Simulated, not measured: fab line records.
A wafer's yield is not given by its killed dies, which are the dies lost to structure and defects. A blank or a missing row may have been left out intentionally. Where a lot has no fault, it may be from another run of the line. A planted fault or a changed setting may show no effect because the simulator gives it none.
Chamber matching | flow n5 finfet | rie diel-06 running N5_BEOL_M11_STRIP_19: 4 sister chambers
The step strips in O2. 8 wafers are shown with their chamber, then 9 later ones without.

## WAFERS WITH THEIR CHAMBER
wafer  | chamber | showerhead plenum p Torr (Torr) | drypump motor current A (A)
L081.6 | 0       | 1.97                            | 6.2
L083.4 | 0       | 1.96                            | 6.3
L083.5 | 3       | 2.10                            | 4.7
L087.5 | 2       | 2.06                            | 4.8
L087.6 | 1       | 2.17                            | 5.4
L088.1 | 3       | 2.10                            | 4.7
L088.5 | 1       | 2.17                            | 5.4
L088.6 | 2       | 2.06                            | 4.7

## WAFERS MISSING THEIR CHAMBER
wafer  | showerhead plenum p Torr (Torr) | drypump motor current A (A)
L091.2 | 2.06                            | 4.8
L091.5 | 2.22                            | 6.2
L091.6 | 2.06                            | 4.7
L095.2 | 2.22                            | 6.2
L095.5 | 2.17                            | 5.3
L095.6 | 2.05                            | 4.7
L096.4 | 2.05                            | 4.8
L096.5 | 2.17                            | 5.4
L096.6 | 2.22                            | 6.2

## THE CHAMBER EACH PASSED THROUGH
wafer  | from the rows above | in truth
L091.2 | 2                   | 2
L091.5 | 1                   | 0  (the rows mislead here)
L091.6 | 2                   | 2
L095.2 | 1                   | 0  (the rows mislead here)
L095.5 | 1                   | 1
L095.6 | 2                   | 2
L096.4 | 2                   | 2
L096.5 | 1                   | 1
L096.6 | 1                   | 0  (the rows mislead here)
6 of 9 placed correctly. Number that these rows cannot place: 0. 3 placed wrongly.
How it was worked out, from the rows above alone: a wafer's distance from a chamber is the root of the sum, over the readings, of the square of ((its reading less the chamber's mean) divided by the reading's scatter). If the next closest chamber is less than 2 further off than the closest, the wafer can't be placed; otherwise it belongs to the closest. Each chamber's mean is taken over the wafers shown for it. The scatter: the root of (the sum of the squares of (reading less its chamber's mean) over the shown wafers, divided by (wafers less chambers)).
